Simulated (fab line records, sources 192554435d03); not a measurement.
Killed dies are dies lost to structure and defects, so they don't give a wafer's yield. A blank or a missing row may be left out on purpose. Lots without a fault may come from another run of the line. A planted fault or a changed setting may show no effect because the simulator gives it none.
A struck lot beside a sound one | flow n5_finfet | 38 steps out of a route of 1938
Sound: wafers L475.1, L475.5, L475.6. Struck: wafer L484.5. (L484.6 of the same lot was not struck and is left out.) The cause comes at the end.
At each step with rows: each side's tool, then ch and its chambers, then its first start. Under that, the readings that differ: sound wafers | struck wafers | difference of the means | sigmas: that difference in standard deviations of wafers without a fault.
alike: readings whose means differ by less than 2 such deviations, and words and numbers that are the same on both sides. not compared: withheld readings, readings that some wafer has no value for, bounds like >300 that may hide the same value, and numbers for which the record gives no deviation and whose values overlap.
The two part at a step that has a row with sigmas, a row that says differs or no value, or rows on one side only. Numbers that don't overlap but have no deviation are shown without sigmas and don't part them. A reading that every wafer of one side lacks parts them only if that side has two wafers or more.

first, 12 steps without rows for these wafers: N5_SD_EPI_P_STRIP_38 (strips in N2/H2); N5_SD_EPI_P_ETCHBACK_46 (etches SiNx in CH3F/O2, stops on SiO2, target depth 17.5 nm); N5_SD_EPI_P_ETCH_47 (etches SiOCN in CH3F/O2, target depth 25 nm); N5_SD_EPI_P_ETCH_16 (etches SiO2 in CHF3/O2, target depth 5 nm); N5_SD_EPI_P_STRIP_50 (strips in CHF3/O2); N5_SD_EPI_P_SD_RECESS_17 (chemistry HBr/Cl2/O2, target depth 39.1 nm, bt time 3 s); N5_SD_EPI_P_WET_ETCH_45 (etches SiO2 in dHF, time 10.7 s, target depth 2 nm, rinse time 30 s); N5_SD_EPI_P_STRIP_40 (strips in N2/H2); N5_SD_EPI_P_PRECLEAN_52 (cleans in O3/DIW, time 60 s); N5_SD_EPI_P_SRD_20 (time 30 s); N5_SD_EPI_P_PRECLEAN_51 (cleans in NF3:NH3, afs cycles 1, time 20 s, sublimation time 60 s); N5_SD_EPI_P_VAPOR_ETCH_44 (etches SiGe30 in NF3/Ar, time 3.3 s).
N5_SD_EPI_P_EPI_21: deposits SiGe:B, time 355 s.
  sound on epi_rpcvd-01 ch 0, day 3 20:03; struck on epi_rpcvd-01 ch 0, day 6 08:04
  reading                                     | sound          | struck | difference | sigmas
  model.SiGe-B_of_SD_EPI_P_EPI_21.thk_nm (nm) | 61.2 60.8 61.2 | 75.8   | +14.7      |
N5_SD_EPI_P_EPI_MEAS_23:
  sound on film_metro-01, day 3 22:14; struck on film_metro-01, day 6 08:50
  reading     | sound          | struck | difference | sigmas
  thk_nm (nm) | 62.1 60.5 61.1 | 76.4   | +15.2      | +11
then, 8 steps without rows for these wafers: N5_SD_EPI_P_HM_STRIP_48 (strips SiNx in H3PO4, material SiNx, target depth 3 nm); N5_SD_EPI_P_SRD_49 (time 30 s); N5_SD_EPI_P_PRECLEAN_24 (cleans in O3/DIW, time 45 s); N5_SD_EPI_P_PRECLEAN_32 (cleans in dHF, time 10 s); N5_SD_EPI_P_PRECLEAN_33 (cleans in SC2, time 45 s); N5_SD_EPI_P_SRD_25 (time 30 s); N5_SD_ACTIVATION_RTA_00 (time 0 s); N5_SD_ACTIVATION_LSA_01 (time 0.0008 s).
N5_SD_ACTIVATION_RS_MEAS_03: measures by four-point-probe.
  sound on film_metro-01, day 3 22:58; struck on film_metro-01, day 6 09:31
  reading          | sound          | struck | difference | sigmas
  RS_SD_P (ohm/sq) | 56.0 56.3 55.8 | 45.7   | -10.3      | -11
  alike: RS_SD_N
then, 12 steps without rows for these wafers: N5_ILD0_LINER_00 (material SiNx, target thk 4 nm, pulse time 1 s, purge time 2 s); N5_ILD0_FCVD_FILL_01 (material SiO2 flowable, target thk 200 nm, time 328.3 s); N5_ILD0_CURE_02 (time 1800 s); N5_ILD0_CMP_03 (polishes, stops on SiNx, t overpolish 1.9 s, target thk 197.38 nm); N5_ILD0_CMP_07 (polishes SiO2 flowable, stops on poly-Si, t overpolish 1.18 s, target thk 138.88 nm); N5_ILD0_PRECLEAN_10 (cleans in NF3:NH3, afs cycles 5, time 20 s, sublimation time 60 s); N5_ILD0_ALD_15 (deposits SiNx, target thk 24 nm, pulse time 1 s, ald cycles 480); N5_ILD0_CMP_12 (polishes SiNx, stops on poly-Si, t overpolish 6 s, target thk 17.67 nm); N5_SDB_HM_DEP_00 (deposits SiNx from SiH4/NH3/N2, target thk 40 nm, time 35.3 s); N5_SDB_COAT_03 (time 60 s, resist thk 100 nm); N5_SDB_COAT_04 (time 60 s, resist thk 18 nm); N5_SDB_COAT_05 (resist thk 90 nm).
N5_MOL_CONTACT_COAG_ETCH_110: etches Si in CF4/O2, target depth 2.5 nm, time 8 s.
  sound on rie_diel-04 ch 0,3, day 5 05:32; struck on rie_diel-06 ch 0, day 7 15:13
  reading                                     | sound             | struck | difference | sigmas
  rf_vpp_V (V)                                | 128.2 128.5 126.1 | 121.7  | -5.9       | -2
  model.SiGe-B_of_SD_EPI_P_EPI_21.thk_nm (nm) | 58.4 58 58.4      | 72.2   | +13.9      |
  alike: drypump_motor_current_A, oes_product_au, showerhead_plenum_p_Torr, throttle_valve_pct
  not compared: rf_hours_counter_h
-- the record jumps here: 3 days lie between the struck wafers' starts before and after (it left off in module MOL_CONTACT_COAG and takes up again in module BEOL_M4, whose first step shown is number 1111 of the route) --
N5_BEOL_M4_RC_MEAS_101:
  sound on prober-01 ch 0, day 8 10:17; struck on prober-01 ch 0, day 11 03:08
  reading          | sound          | struck | difference | sigmas
  DIBL_N (mV/V)    | 37.4 37.5 39.0 | 33.1   | -4.9       | -3
  DIBL_P (mV/V)    | 37.4 38.0 38.8 | 34.1   | -4.0       | -2
  IOFF_N (nA/um)   | 0.17 0.19 0.21 | 0.11   | -0.08      | -2
  ION_N (uA/um)    | 686 680 681    | 649    | -33        | -3
  RS_SD_P (ohm/sq) | 66.1 67.1 66.6 | 53.6   | -13.0      | -10
  SS_N (mV/dec)    | 71.9 71.8 72.2 | 70.7   | -1.3       | -2
  VT_N (mV)        | 250 250 247    | 256    | +7         | +2
  alike: IOFF_P, ION_P, SS_P, VT_P
then, 1 step without rows for these wafers: N5_PASSIVATION_PROBE_49.

WHERE THEY PART
First at N5_SD_EPI_P_EPI_MEAS_23; last, within this record, at N5_BEOL_M4_RC_MEAS_101.

WHY: what the simulator had put in
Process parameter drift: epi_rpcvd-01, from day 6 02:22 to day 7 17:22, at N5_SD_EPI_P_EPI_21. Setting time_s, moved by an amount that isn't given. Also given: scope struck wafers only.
